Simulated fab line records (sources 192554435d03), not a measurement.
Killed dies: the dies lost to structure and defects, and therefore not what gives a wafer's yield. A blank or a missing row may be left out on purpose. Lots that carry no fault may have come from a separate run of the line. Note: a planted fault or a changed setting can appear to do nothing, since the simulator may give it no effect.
Split-lot experiment | flow n5-finfet | route with 1938 steps; 7 lots, 21 wafers read

== ABOUT THE SPLIT ==
At N5_BEOL_M10_COAT_60 (time 60 s, resist thk 30 nm), the setting spin-rpm was moved away from the recipe's 1500 rpm on 14 of the 21 wafers read, by -11.1% to +7.5%. This setting was run at the recipe's value on the other wafers.

== FROM THE SPLIT TO THE READING: what the file shows between them, 5 steps ==
- N5_BEOL_M10_EXPOSE_08: exposes mask M10 (also split here: dose-mj)
- N5_BEOL_M10_PEB_09: peb time 60 s
- N5_BEOL_M10_DEVELOP_10: develop time 30 s
- N5_BEOL_M10_CD_MEAS_11: target cd 64.1 nm
- N5_BEOL_M10_DESCUM_16: chemistry O2, time 7.9 s

== THE READING ==
etch.depth-nm (the simulator's own value, which no gauge read), in nm, at N5_BEOL_M10_ETCH_61 (etches SiARC in CF4, target depth 39 nm, time 65 s). The file gives no usual value for it. Average 30.02 nm, standard deviation 0.074 nm, over the 7 wafers here run with the recipe.

wafer  | tool, chamber at the split | spin-rpm as run, rpm | against the recipe | etch.depth-nm, nm | against lot-mates on the recipe
L077.1 | litho-track-05, 0          | 1500                 | recipe             | 30.02             | -
L077.2 | litho-track-05, 0          | 1404                 | -6.4%              | 31.06             | +1.04
L077.5 | litho-track-05, 0          | 1404                 | -6.4%              | 31.03             | +1.01
L078.1 | litho-track-01, 0          | 1500                 | recipe             | 30.07             | -
L078.2 | litho-track-01, 0          | 1500                 | recipe             | 30.08             | -
L078.4 | litho-track-01, 0          | 1500                 | recipe             | 29.96             | -
L079.2 | litho-track-01, 0          | 1334                 | -11.1%             | 31.79             | +1.79
L079.5 | litho-track-01, 0          | 1500                 | recipe             | 30                | -
L079.6 | litho-track-01, 0          | 1334                 | -11.1%             | 31.8              | +1.80
L080.3 | litho-track-05, 0          | 1500                 | recipe             | 29.9              | -
L080.4 | litho-track-05, 0          | 1593                 | +6.2%              | 29.09             | -0.81
L080.6 | litho-track-05, 0          | 1593                 | +6.2%              | 29.01             | -0.89
L085.2 | litho-track-01, 0          | 1362                 | -9.2%              | 31.66             | +1.52
L085.5 | litho-track-01, 0          | 1500                 | recipe             | 30.14             | -
L085.6 | litho-track-01, 0          | 1362                 | -9.2%              | 31.66             | +1.52
L092.3 | litho-track-01, 0          | 1600                 | +6.7%              | 28.89             | no lot-mate on the recipe
L092.4 | litho-track-01, 0          | 1600                 | +6.7%              | 28.96             | no lot-mate on the recipe
L092.6 | litho-track-01, 0          | 1600                 | +6.7%              | 28.97             | no lot-mate on the recipe
L094.2 | litho-track-02, 0          | 1613                 | +7.5%              | 29.04             | no lot-mate on the recipe
L094.3 | litho-track-02, 0          | 1613                 | +7.5%              | 29.01             | no lot-mate on the recipe
L094.6 | litho-track-02, 0          | 1613                 | +7.5%              | 29                | no lot-mate on the recipe

FIT RESULTS
A straight line over all 21 wafers: etch.depth-nm changes by -0.159 nm for each +1% of spin-rpm; r = -1.00; the points scatter about the line by 0.097 nm.
The same after taking each lot's own level away (the mean of its wafers on the recipe; 15 wafers): -0.157 nm for each +1%; r = -1.00; scatter 0.056 nm.
According to that fit, moving spin-rpm by its largest amount changes the reading by 1.7 nm.
From 29.900 to 30.140 nm: that is the span of the lots' own levels, equal to 3.2 times the standard deviation above.
The two slopes are in agreement: the lot-to-lot level therefore moves the slope only a little.
Check: +1.77 nm against its lot-mates is what the line predicts for one of the wafers moved furthest among these (-11.1%) when that wafer is left out of the fit. Against them it came out at +1.79 nm.

== OTHER SPLITS ON THESE WAFERS ==
Before the reading, these wafers also passed through other splits. Each is held against what the fit with the lots' levels taken away leaves over:
other split on the same wafers   | wafers away from the commonest value | r with etch.depth-nm (lot level and that fit taken away)
N5_BEOL_M7_TRENCH_ETCH_37 bias-w | 8                                    | -0.01
N5_BEOL_M7_ETCH_41 source-w      | 7                                    | -0.09
N5_BEOL_M9_COAT_05 spin-rpm      | 6                                    | +0.14
N5_BEOL_M10_EXPOSE_08 dose-mj    | 10                                   | +0.32

== THE WHOLE CHAIN: every reading that the file lists as answering this split, in the file's order ==
step                | what it does                                       | reading                                                                             | change (the file's fit)               | r (the file's)
N5_BEOL_M10_COAT_60 | time 60 s, resist thk 30 nm                        | SiARC_of_BEOL_M10_COAT_60.thk-nm (the simulator's own value, which no gauge read)   | -0.158 nm for each +1% of the setting | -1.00
N5_BEOL_M10_ETCH_61 | etches SiARC in CF4, target depth 39 nm, time 65 s | CAR-ArF_of_BEOL_M10_COAT_05.thk-nm (the simulator's own value, which no gauge read) | +0.139 nm for each +1% of the setting | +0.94
N5_BEOL_M10_ETCH_61 | etches SiARC in CF4, target depth 39 nm, time 65 s | etch.depth-nm (the simulator's own value, which no gauge read)                      | -0.159 nm for each +1% of the setting | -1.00

== FILE'S OWN FIT ==
etch.depth-nm changes by -0.159 nm for each +1% of spin-rpm, r = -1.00.
